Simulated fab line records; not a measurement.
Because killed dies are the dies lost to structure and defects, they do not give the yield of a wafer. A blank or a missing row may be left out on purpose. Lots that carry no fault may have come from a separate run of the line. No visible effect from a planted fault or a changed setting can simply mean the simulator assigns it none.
The tool behind it: which one? | flow nandHarc | 24 lots with 72 wafers sampled at 6 steps, on a route of 1159 steps

## WHAT EACH GAUGE READ, for each wafer
NHARC_A_WL_FILL_INSPECT_15. Usual: 389 for rawDefectCount, sd 120.
lot  | measured     | on               | rawDefectCount | flag
L074 | day 16 04:55 | defectInspect-02 | 350 401 340    | 
L076 | day 16 14:34 | defectInspect-02 | 490 465 465    | 
L075 | day 16 14:39 | defectInspect-02 | 837 540 522    | 
L079 | day 16 20:13 | defectInspect-02 | 373 377 307    | 
L077 | day 16 20:13 | defectInspect-01 | 338 350 414    | 
L078 | day 17 14:25 | defectInspect-01 | 479 269 385    | 
L081 | day 17 20:31 | defectInspect-02 | 681 523 262    | 
L082 | day 17 20:47 | defectInspect-01 | 283 256 220    | 
L080 | day 18 03:25 | defectInspect-02 | 388 228 456    | 
L083 | day 18 11:47 | defectInspect-02 | 396 500 495    | 
L084 | day 18 03:22 | defectInspect-01 | 270 234 259    | 
L085 | day 19 03:02 | defectInspect-02 | 444 365 637    | 
L087 | day 19 07:20 | defectInspect-02 | 477 341 550    | 
L088 | day 19 03:23 | defectInspect-01 | 364 537 396    | 
L086 | day 19 17:46 | defectInspect-02 | 465 310 470    | 
L089 | day 19 17:50 | defectInspect-01 | 377 186 425    | 
L092 | day 20 10:24 | defectInspect-01 | 284 391 344    | 
L093 | day 20 10:29 | defectInspect-01 | 321 385 311    | 
L091 | day 20 05:25 | defectInspect-02 | 537 263 354    | 
L090 | day 20 05:32 | defectInspect-02 | 232 246 269    | 
L095 | day 21 23:20 | defectInspect-01 | 691 446 351    | 
L094 | day 21 19:01 | defectInspect-01 | 241 303 286    | 
L097 | day 22 03:36 | defectInspect-02 | 433 552 482    | 
L096 | day 22 00:20 | defectInspect-02 | 336 313 389    | 

## WHAT TOOL EACH LOT RAN ON (gives the tool, then ch and the chambers of the sampled wafers, and finally the start)
lot  | NHARC_A_STAIRCASE_STRIP_254         | NHARC_A_STAIRCASE_DESCUM_443      | NHARC_A_STAIRCASE_ETCH_444        | NHARC_A_SGD_CUT_STRIP_28                     | NHARC_A_SLIT_DEP_00
L074 | plasmaAsher-02 ch 0,1, day 11 17:01 | rieDiel-04 ch 0,2, day 13 21:04   | rieDiel-04 ch 1,2,3, day 13 21:37 | rieDiel-06 ch 0,2, day 14 08:59              | aclDep-02 ch 0, day 14 09:35
L076 | plasmaAsher-02 ch 0,1, day 11 19:04 | rieDiel-08 ch 2,3, day 14 05:13   | rieDiel-08 ch 0,1, day 14 05:50   | rieDiel-01 ch 0,1, day 14 19:19 or earlier   | aclDep-02 ch 0, day 14 19:19
L075 | plasmaAsher-02 ch 0,1, day 12 03:26 | rieDiel-12 ch 0,2,3, day 14 04:59 | rieDiel-12 ch 1,2,3, day 14 05:05 | rieDiel-06 ch 1,3, day 14 18:24              | aclDep-03 ch 0, day 14 19:36
L079 | plasmaAsher-01 ch 0, day 12 07:18   | rieDiel-12 ch 0,2,3, day 14 12:39 | rieDiel-12 ch 0,3, day 14 12:43   | rieDiel-06 ch 0,1, day 15 02:33 or earlier   | aclDep-03 ch 0, day 15 02:33
L077 | plasmaAsher-02 ch 0, day 12 07:19   | rieDiel-04 ch 0,1, day 14 12:36   | rieDiel-04 ch 0,2,3, day 14 12:41 | rieDiel-01 ch 0,1,3, day 15 02:26 or earlier | aclDep-02 ch 0, day 15 02:26
L078 | plasmaAsher-02 ch 0,1, day 12 13:03 | rieDiel-08 ch 0,3, day 14 12:53   | rieDiel-08 ch 0,1,3, day 14 13:03 | rieDiel-06 ch 1,3, day 15 05:06 or earlier   | aclDep-02 ch 0, day 15 05:06
L081 | plasmaAsher-01 ch 0,1, day 13 00:44 | rieDiel-08 ch 2,3, day 15 08:39   | rieDiel-08 ch 2,3, day 15 09:08   | rieDiel-11 ch 0,1,2, day 16 00:28 or earlier | aclDep-03 ch 0, day 16 00:28
L082 | plasmaAsher-01 ch 0, day 13 03:31   | rieDiel-12 ch 0,1,2, day 15 08:30 | rieDiel-12 ch 0,2, day 15 08:52   | rieDiel-06 ch 0,1,3, day 15 23:13 or earlier | aclDep-01 ch 0, day 15 23:13
L080 | plasmaAsher-02 ch 0,1, day 13 07:10 | rieDiel-04 ch 0,2,3, day 15 15:40 | rieDiel-04 ch 0,1, day 15 15:44   | rieDiel-11 ch 0,1,3, day 16 06:10 or earlier | aclDep-03 ch 0, day 16 06:10
L083 | plasmaAsher-02 ch 0,1, day 13 13:26 | rieDiel-12 ch 0,2,3, day 15 20:32 | rieDiel-12 ch 1,2,3, day 15 21:06 | rieDiel-06 ch 2,3, day 16 09:15 or earlier   | aclDep-03 ch 0, day 16 09:15
L084 | plasmaAsher-02 ch 0,1, day 13 15:14 | rieDiel-08 ch 0,2,3, day 15 20:44 | rieDiel-08 ch 0,2,3, day 15 21:19 | rieDiel-01 ch 0,3, day 16 08:55 or earlier   | aclDep-01 ch 0, day 16 08:55
L085 | plasmaAsher-02 ch 0,1, day 14 17:52 | rieDiel-08 ch 0,2,3, day 16 18:01 | rieDiel-08 ch 0,2,3, day 16 18:06 | rieDiel-11 ch 0,3, day 17 08:34 or earlier   | aclDep-03 ch 0, day 17 08:34
L087 | plasmaAsher-02 ch 0,1, day 14 18:43 | rieDiel-08 ch 0,1,2, day 16 22:27 | rieDiel-08 ch 1,2,3, day 16 23:01 | rieDiel-06 ch 2,3, day 17 11:41 or earlier   | aclDep-01 ch 0, day 17 11:41
L088 | plasmaAsher-01 ch 0,1, day 14 19:11 | rieDiel-04 ch 1,2, day 16 22:17   | rieDiel-04 ch 0,1, day 16 22:22   | rieDiel-11 ch 0,1,3, day 17 12:18 or earlier | aclDep-02 ch 0, day 17 12:18
L086 | plasmaAsher-02 ch 0,1, day 14 21:14 | rieDiel-04 ch 0,2,3, day 17 04:13 | rieDiel-04 ch 2,3, day 17 04:29   | rieDiel-01 ch 0,3, day 17 21:16 or earlier   | aclDep-01 ch 0, day 17 21:16
L089 | plasmaAsher-02 ch 0, day 15 05:10   | rieDiel-08 ch 1,2,3, day 17 04:04 | rieDiel-08 ch 0,1,3, day 17 04:14 | rieDiel-06 ch 0,1,2, day 17 19:53 or earlier | aclDep-02 ch 0, day 17 19:53
L092 | plasmaAsher-02 ch 0,1, day 15 13:39 | rieDiel-08 ch 0,1,3, day 17 21:47 | rieDiel-08 ch 0,1, day 17 21:52   | rieDiel-06 ch 0,3, day 18 14:11 or earlier   | aclDep-03 ch 0, day 18 14:11
L093 | plasmaAsher-01 ch 0,1, day 15 15:37 | rieDiel-04 ch 1,2,3, day 17 21:22 | rieDiel-04 ch 0,2,3, day 17 22:08 | rieDiel-01 ch 1,2,3, day 18 13:01 or earlier | aclDep-02 ch 0, day 18 13:01
L091 | plasmaAsher-01 ch 0,1, day 15 19:59 | rieDiel-12 ch 0,2,3, day 17 21:18 | rieDiel-12 ch 0,2,3, day 17 21:26 | rieDiel-06 ch 0,2,3, day 18 12:36 or earlier | aclDep-01 ch 0, day 18 12:36
L090 | plasmaAsher-01 ch 0,1, day 15 20:26 | rieDiel-12 ch 0,2, day 17 21:23   | rieDiel-12 ch 2,3, day 17 22:51   | rieDiel-11 ch 0,1,2, day 18 11:55 or earlier | aclDep-03 ch 0, day 18 11:55
L095 | plasmaAsher-02 ch 0,1, day 16 11:45 | rieDiel-12 ch 0,2,3, day 19 09:51 | rieDiel-12 ch 0,1,2, day 19 10:11 | rieDiel-11 ch 0,1,3, day 20 01:39 or earlier | aclDep-01 ch 0, day 20 01:39
L094 | plasmaAsher-02 ch 0,1, day 16 14:26 | rieDiel-04 ch 0,1, day 19 09:53   | rieDiel-04 ch 1,2, day 19 10:04   | rieDiel-06 ch 2,3, day 20 01:57 or earlier   | aclDep-03 ch 0, day 20 01:57
L097 | plasmaAsher-01 ch 0,1, day 17 05:16 | rieDiel-04 ch 0,1,2, day 19 09:57 | rieDiel-04 ch 0,1, day 19 11:44   | rieDiel-11 ch 2,3, day 20 01:36 or earlier   | aclDep-02 ch 0, day 20 01:36
L096 | plasmaAsher-01 ch 0,1, day 17 06:02 | rieDiel-08 ch 0,1,2, day 19 09:59 | rieDiel-08 ch 1,2,3, day 19 10:34 | rieDiel-01 ch 1,2,3, day 20 03:54 or earlier | aclDep-03 ch 0, day 20 03:54
- NHARC_A_STAIRCASE_STRIP_254: strips in O2.
- NHARC_A_STAIRCASE_DESCUM_443: chemistry O2, time 3 s.
- NHARC_A_STAIRCASE_ETCH_444: etches the open film in C4F8/O2, target depth 10200 nm, time 3400 s.
- NHARC_A_SGD_CUT_STRIP_28: strips in O2, time 20 s.
- NHARC_A_SLIT_DEP_00: deposits aC, target thk 3200 nm.

## WHAT THE TOOLS THEMSELVES READ (means of the sampled wafers that have a number; where no wafer has one, the mark that the record gives instead)
NHARC_A_STAIRCASE_STRIP_254. Usual: drypumpMotorCurrentA 5.76 A, standard deviation 0.2; heaterPowerW 313 W, standard deviation 46.
lot  | tool           | drypumpMotorCurrentA (A) | heaterPowerW (W) | flag
L074 | plasmaAsher-02 | 5.92                     | 277              | 
L076 | plasmaAsher-02 | 5.90                     | 304              | 
L075 | plasmaAsher-02 | 5.92                     | 282              | 
L079 | plasmaAsher-01 | 5.71                     | 368              | 
L077 | plasmaAsher-02 | 5.91                     | 257              | 
L078 | plasmaAsher-02 | 5.90                     | 308              | 
L081 | plasmaAsher-01 | 5.60                     | 366              | 
L082 | plasmaAsher-01 | 5.69                     | 378              | 
L080 | plasmaAsher-02 | 5.90                     | 280              | 
L083 | plasmaAsher-02 | 5.91                     | 282              | 
L084 | plasmaAsher-02 | 5.91                     | 301              | 
L085 | plasmaAsher-02 | 5.91                     | 283              | 
L087 | plasmaAsher-02 | 5.89                     | 307              | 
L088 | plasmaAsher-01 | 5.62                     | 356              | 
L086 | plasmaAsher-02 | 5.93                     | 284              | 
L089 | plasmaAsher-02 | 5.92                     | 255              | 
L092 | plasmaAsher-02 | 5.91                     | 282              | 
L093 | plasmaAsher-01 | 5.60                     | 358              | 
L091 | plasmaAsher-01 | 5.46                     | 339              | 
L090 | plasmaAsher-01 | 5.56                     | 354              | 
L095 | plasmaAsher-02 | 5.91                     | 265              | 
L094 | plasmaAsher-02 | 5.91                     | 268              | 
L097 | plasmaAsher-01 | 5.50                     | 342              | 
L096 | plasmaAsher-01 | 5.58                     | 361              | 

NHARC_A_STAIRCASE_DESCUM_443. Usual: drypumpMotorCurrentA 5.7 A, standard deviation 0.31; oesProductAu 1.001 a.u., standard deviation 0.011; rfVppV 58.0 V, standard deviation 0.86; showerheadPlenumPTorr 1.94 Torr, standard deviation 0.063; throttleValvePct 11.311 %, standard deviation 0.0077.
lot  | tool       | drypumpMotorCurrentA (A) | oesProductAu (a.u.) | rfVppV (V) | showerheadPlenumPTorr (Torr) | throttleValvePct (%) | flag
L074 | rieDiel-04 | 5.8                      | 0.990               | 57.5       | 1.93                         | 11.305               | 
L076 | rieDiel-08 | 5.7                      | 0.997               | 58.4       | 2.00                         | 11.308               | 
L075 | rieDiel-12 | 5.4                      | 0.991               | 58.9       | 1.97                         | 11.304               | 
L079 | rieDiel-12 | 5.5                      | 0.992               | 57.7       | 1.97                         | 11.312               | 
L077 | rieDiel-04 | 5.6                      | 1.001               | 58.3       | 1.96                         | 11.306               | 
L078 | rieDiel-08 | 5.5                      | 1.010               | 58.4       | 1.91                         | 11.304               | 
L081 | rieDiel-08 | 6.0                      | 1.002               | 57.3       | 1.99                         | 11.319               | 
L082 | rieDiel-12 | 5.7                      | 0.987               | 58.1       | 1.92                         | 11.315               | 
L080 | rieDiel-04 | 5.8                      | 0.995               | 57.2       | 1.91                         | 11.307               | 
L083 | rieDiel-12 | 5.5                      | 0.995               | 58.4       | 1.97                         | 11.308               | 
L084 | rieDiel-08 | 5.6                      | 1.004               | 57.2       | 1.95                         | 11.311               | 
L085 | rieDiel-08 | 5.6                      | 1.014               | 59.0       | 1.95                         | 11.309               | 
L087 | rieDiel-08 | 5.5                      | 1.003               | 58.2       | 1.97                         | 11.312               | 
L088 | rieDiel-04 | 5.8                      | 1.000               | 57.8       | 1.95                         | 11.317               | 
L086 | rieDiel-04 | 5.8                      | 0.997               | 57.9       | 1.91                         | 11.308               | 
L089 | rieDiel-08 | 5.8                      | 1.005               | 58.6       | 1.99                         | 11.306               | 
L092 | rieDiel-08 | 5.7                      | 1.007               | 57.9       | 1.95                         | 11.315               | 
L093 | rieDiel-04 | 5.8                      | 1.000               | 57.9       | 1.92                         | 11.310               | 
L091 | rieDiel-12 | 5.4                      | 1.008               | 58.1       | 1.96                         | 11.309               | 
L090 | rieDiel-12 | 5.6                      | 1.012               | 57.4       | 1.91                         | 11.315               | 
L095 | rieDiel-12 | 5.5                      | 1.004               | 58.4       | 1.96                         | 11.309               | 
L094 | rieDiel-04 | 5.6                      | 0.992               | 58.1       | 1.94                         | 11.310               | 
L097 | rieDiel-04 | 5.8                      | 1.001               | 58.1       | 1.93                         | 11.322               | 
L096 | rieDiel-08 | 5.5                      | 1.005               | 58.2       | 1.96                         | 11.308               | 

NHARC_A_STAIRCASE_ETCH_444. Usual: oesProductAu 0.934 a.u., standard deviation 0.017; rfVppV 808 V, standard deviation 3.6.
lot  | tool       | oesProductAu (a.u.) | rfVppV (V) | flag
L074 | rieDiel-04 | 0.974               | 808        | 
L076 | rieDiel-08 | 0.938               | 810        | 
L075 | rieDiel-12 | 0.917               | 810        | 
L079 | rieDiel-12 | 0.918               | 807        | 
L077 | rieDiel-04 | 0.971               | 808        | 
L078 | rieDiel-08 | 0.942               | 810        | 
L081 | rieDiel-08 | 0.936               | 811        | 
L082 | rieDiel-12 | 0.915               | 807        | 
L080 | rieDiel-04 | 0.919               | 808        | 
L083 | rieDiel-12 | 0.919               | 810        | 
L084 | rieDiel-08 | 0.943               | 808        | 
L085 | rieDiel-08 | 0.926               | 809        | 
L087 | rieDiel-08 | 0.930               | 812        | 
L088 | rieDiel-04 | 0.916               | 809        | 
L086 | rieDiel-04 | 0.939               | 806        | 
L089 | rieDiel-08 | 0.936               | 810        | 
L092 | rieDiel-08 | 0.927               | 811        | 
L093 | rieDiel-04 | 0.923               | 807        | 
L091 | rieDiel-12 | 0.942               | 810        | 
L090 | rieDiel-12 | 0.959               | 812        | 
L095 | rieDiel-12 | 0.955               | 806        | 
L094 | rieDiel-04 | 0.928               | 808        | 
L097 | rieDiel-04 | 0.925               | 809        | 
L096 | rieDiel-08 | 0.934               | 811        | 

NHARC_A_SGD_CUT_STRIP_28. Usual: drypumpMotorCurrentA 5.7 A, standard deviation 0.52; oesProductAu 0.996 a.u., standard deviation 0.01; rfVppV 57.7 V, standard deviation 0.91; showerheadPlenumPTorr 3.48 Torr, standard deviation 0.12; throttleValvePct 17.036 %, standard deviation 0.0086.
lot  | tool       | drypumpMotorCurrentA (A) | oesProductAu (a.u.) | rfVppV (V) | showerheadPlenumPTorr (Torr) | throttleValvePct (%) | flag
L074 | rieDiel-06 | 5.2                      | 0.996               | 57.4       | 3.51                         | 17.034               | 
L076 | rieDiel-01 | 5.4                      | 0.990               | 58.2       | 3.49                         | 17.035               | 
L075 | rieDiel-06 | 6.0                      | 0.995               | 57.3       | 3.45                         | 17.050               | 
L079 | rieDiel-06 | 5.7                      | 1.005               | 58.4       | 3.61                         | 17.037               | 
L077 | rieDiel-01 | 5.3                      | 0.985               | 57.6       | 3.51                         | 17.039               | 
L078 | rieDiel-06 | 6.2                      | 0.986               | 57.5       | 3.54                         | 17.028               | 
L081 | rieDiel-11 | 5.8                      | 1.005               | 58.1       | 3.51                         | 17.043               | 
L082 | rieDiel-06 | 5.9                      | 0.999               | 57.4       | 3.53                         | 17.036               | 
L080 | rieDiel-11 | 5.9                      | 0.994               | 58.3       | 3.47                         | 17.035               | 
L083 | rieDiel-06 | 5.3                      | 1.000               | 57.6       | 3.35                         | 17.037               | 
L084 | rieDiel-01 | 5.3                      | 0.994               | 57.4       | 3.58                         | 17.037               | 
L085 | rieDiel-11 | 6.3                      | 0.993               | 57.3       | 3.35                         | 17.041               | 
L087 | rieDiel-06 | 5.3                      | 0.993               | 57.6       | 3.35                         | 17.031               | 
L088 | rieDiel-11 | 5.9                      | 1.003               | 57.6       | 3.47                         | 17.028               | 
L086 | rieDiel-01 | 5.4                      | 0.988               | 57.6       | 3.55                         | 17.034               | 
L089 | rieDiel-06 | 5.6                      | 1.005               | 58.5       | 3.52                         | 17.037               | 
L092 | rieDiel-06 | 5.6                      | 0.993               | 58.1       | 3.45                         | 17.035               | 
L093 | rieDiel-01 | 5.3                      | 0.995               | 58.2       | 3.53                         | 17.037               | 
L091 | rieDiel-06 | 5.4                      | 0.995               | 57.1       | 3.44                         | 17.030               | 
L090 | rieDiel-11 | 5.8                      | 1.000               | 57.6       | 3.51                         | 17.047               | 
L095 | rieDiel-11 | 5.9                      | 0.998               | 58.3       | 3.46                         | 17.032               | 
L094 | rieDiel-06 | 5.3                      | 1.000               | 57.3       | 3.35                         | 17.042               | 
L097 | rieDiel-11 | 6.1                      | 0.979               | 57.5       | 3.39                         | 17.039               | 
L096 | rieDiel-01 | 5.3                      | 0.999               | 58.2       | 3.53                         | 17.034               | 

NHARC_A_SLIT_DEP_00. Usual: 35.000 % for throttleValvePct, sd 0.0096.
lot  | tool      | throttleValvePct (%) | flag
L074 | aclDep-02 | 34.999               | 
L076 | aclDep-02 | 35.006               | 
L075 | aclDep-03 | 34.996               | 
L079 | aclDep-03 | 34.997               | 
L077 | aclDep-02 | 34.995               | 
L078 | aclDep-02 | 35.005               | 
L081 | aclDep-03 | 35.010               | 
L082 | aclDep-01 | 35.007               | 
L080 | aclDep-03 | 35.002               | 
L083 | aclDep-03 | 35.004               | 
L084 | aclDep-01 | 35.000               | 
L085 | aclDep-03 | 34.993               | 
L087 | aclDep-01 | 35.008               | 
L088 | aclDep-02 | 35.004               | 
L086 | aclDep-01 | 34.998               | 
L089 | aclDep-02 | 34.997               | 
L092 | aclDep-03 | 35.003               | 
L093 | aclDep-02 | 35.006               | 
L091 | aclDep-01 | 35.014               | 
L090 | aclDep-03 | 34.991               | 
L095 | aclDep-01 | 35.004               | 
L094 | aclDep-03 | 34.990               | 
L097 | aclDep-02 | 34.995               | 
L096 | aclDep-03 | 35.001               | 

## THE ANSWER, worked out from the rows above alone
Rule: take the mean of a lot's wafers that have a number; if it is more than 3 standard deviations from the usual mean, the lot is off. Also off: a lot with no number at a reading for which 4 or more lots have one. Any other lot the step has rows for is counted as sound. The gauges are gone through in route order, then the tools' own readings, and for those a lot's mean is taken as printed above. The first step at which some lot is off is used, and at that step the reading that is off furthest; a lot without a number counts as furthest.
Across all readings shown, no lot is off: no conclusion can be drawn from this.

## WHAT HAD BEEN PUT IN BY THE SIMULATOR
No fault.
